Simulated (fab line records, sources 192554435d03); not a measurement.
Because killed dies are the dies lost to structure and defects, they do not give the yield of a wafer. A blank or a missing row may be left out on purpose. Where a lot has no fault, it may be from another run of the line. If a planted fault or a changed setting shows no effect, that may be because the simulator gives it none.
Matching of chambers -- flow n5 finfet -- N5_MOL_CONTACT_COAG_ALD_20 on ald metal-02: 4 sister chambers
The step deposits TiN, target thk 1.5 nm, pulse time 1 s, purge time 3 s. 33 wafers are shown with their chamber, then 12 later ones without.

== EACH WAFER AND ITS CHAMBER ==
wafer,chamber,heater power w (W),precursor pulse height rel
L074.1,0,967,1.026
L074.2,3,900,0.965
L074.6,1,811,1.034
L077.2,3,924,0.973
L077.5,1,826,1.004
L077.6,2,969,1.017
L079.2,0,954,1.027
L079.4,1,838,1.008
L079.5,0,965,0.991
L081.1,3,902,1.028
L081.3,0,963,1.012
L081.5,0,949,1.003
L084.2,0,938,1.011
L084.3,3,921,1.021
L084.6,3,918,1.014
L083.2,3,923,0.994
L083.5,3,919,1.025
L083.6,2,980,0.982
L086.1,3,932,0.993
L086.2,2,946,1.015
L086.3,1,813,1.024
L088.2,2,962,1.013
L088.3,1,819,1.016
L088.5,2,940,1.020
L089.1,2,966,0.991
L089.2,3,910,0.997
L089.5,0,955,0.975
L091.2,2,951,0.998
L091.4,0,974,1.026
L091.5,0,961,0.979
L092.2,2,964,1.015
L092.3,1,812,0.980
L092.5,2,974,1.002

SIGNATURES (means of the wafers above)
reading,chamber 0,chamber 1,chamber 2,chamber 3,scatter within a chamber
heater power w,958.44,819.83,961.33,916.56,11.4
precursor pulse height rel,1.00556,1.01100,1.00589,1.00111,0.019
Rule: distance of a wafer from a chamber = root of the sum over the readings of ((wafer's reading minus chamber's mean) / reading's scatter) squared. If the next closest chamber is less than 2 further off than the closest, the wafer can't be placed; otherwise it belongs to the closest. The scatter: take each reading less its chamber's mean, square it, sum over the shown wafers, divide by the number of wafers less the number of chambers, and take the root.

== WAFERS WHOSE CHAMBER IS MISSING ==
wafer,heater power w (W),precursor pulse height rel
L093.1,931,0.955
L093.3,812,0.956
L093.6,917,1.005
L094.2,822,1.007
L094.3,965,0.993
L094.5,954,1.021
L095.3,933,0.993
L095.4,955,1.023
L095.5,953,0.978
L096.3,969,1.022
L096.4,805,1.029
L096.5,916,0.998

== THE CHAMBER EACH PASSED THROUGH ==
wafer,from the rows above,in truth
L093.1,can't be placed: 3 or 0 or 2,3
L093.3,1,1
L093.6,3,3
L094.2,1,1
L094.3,can't be placed: 2 or 0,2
L094.5,can't be placed: 0 or 2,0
L095.3,can't be placed: 3 or 0 or 2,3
L095.4,can't be placed: 0 or 2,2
L095.5,can't be placed: 0 or 2 or 3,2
L096.3,can't be placed: 2 or 0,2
L096.4,1,1
L096.5,3,3
Correctly placed: 5 of 12. Unplaceable from these rows: 7, with the true chamber sitting among the candidates in 7. 0 placed wrongly.
